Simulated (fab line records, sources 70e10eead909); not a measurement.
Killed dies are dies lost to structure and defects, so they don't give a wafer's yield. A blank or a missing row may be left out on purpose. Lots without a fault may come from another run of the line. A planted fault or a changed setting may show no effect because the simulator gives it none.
Chamber matching | flow nand_harc | NHARC_A_STAIRCASE_TRIM_187 on rie_diel-11: 4 sister chambers
The step chemistry O2, time 211.2 s. 8 wafers are shown with their chamber, then 9 later ones without.

WAFERS WITH THEIR CHAMBER
wafer  | chamber | showerhead_plenum_p_Torr (Torr) | drypump_motor_current_A (A)
L078.6 | 0       | 3.70                            | 5.5
L082.3 | 0       | 3.69                            | 5.5
L082.6 | 3       | 3.35                            | 5.7
L087.2 | 1       | 3.58                            | 6.4
L087.3 | 3       | 3.34                            | 5.8
L086.2 | 1       | 3.58                            | 6.4
L086.4 | 2       | 3.78                            | 5.5
L086.5 | 2       | 3.78                            | 5.5

WAFERS WITHOUT THEIR CHAMBER
wafer  | showerhead_plenum_p_Torr (Torr) | drypump_motor_current_A (A)
L088.2 | 3.78                            | 5.5
L088.5 | 3.58                            | 6.4
L088.6 | 3.78                            | 5.5
L092.1 | 3.34                            | 5.7
L092.2 | 3.78                            | 5.5
L092.4 | 3.68                            | 5.5
L090.1 | 3.58                            | 6.4
L090.2 | 3.34                            | 5.7
L090.4 | 3.68                            | 5.5

WHICH CHAMBER EACH WENT THROUGH
wafer  | from the rows above | in truth
L088.2 | 2                   | 2
L088.5 | 1                   | 1
L088.6 | 2                   | 2
L092.1 | 3                   | 3
L092.2 | 2                   | 2
L092.4 | 0                   | 0
L090.1 | 1                   | 1
L090.2 | 3                   | 3
L090.4 | 0                   | 0
Placed correctly: 9 of 9. Can't be placed from these rows: 0. Placed wrongly: 0.
How it was worked out, from the rows above alone: a wafer's distance from a chamber is the root of the sum, over the readings, of the square of ((its reading less the chamber's mean) divided by the reading's scatter). The wafer belongs to the nearest chamber; if the next one is less than 2 further off, it can't be placed. A chamber's mean is the mean of its shown wafers. The scatter: the root of (the sum of the squares of (reading less its chamber's mean) over the shown wafers, divided by (wafers less chambers)).
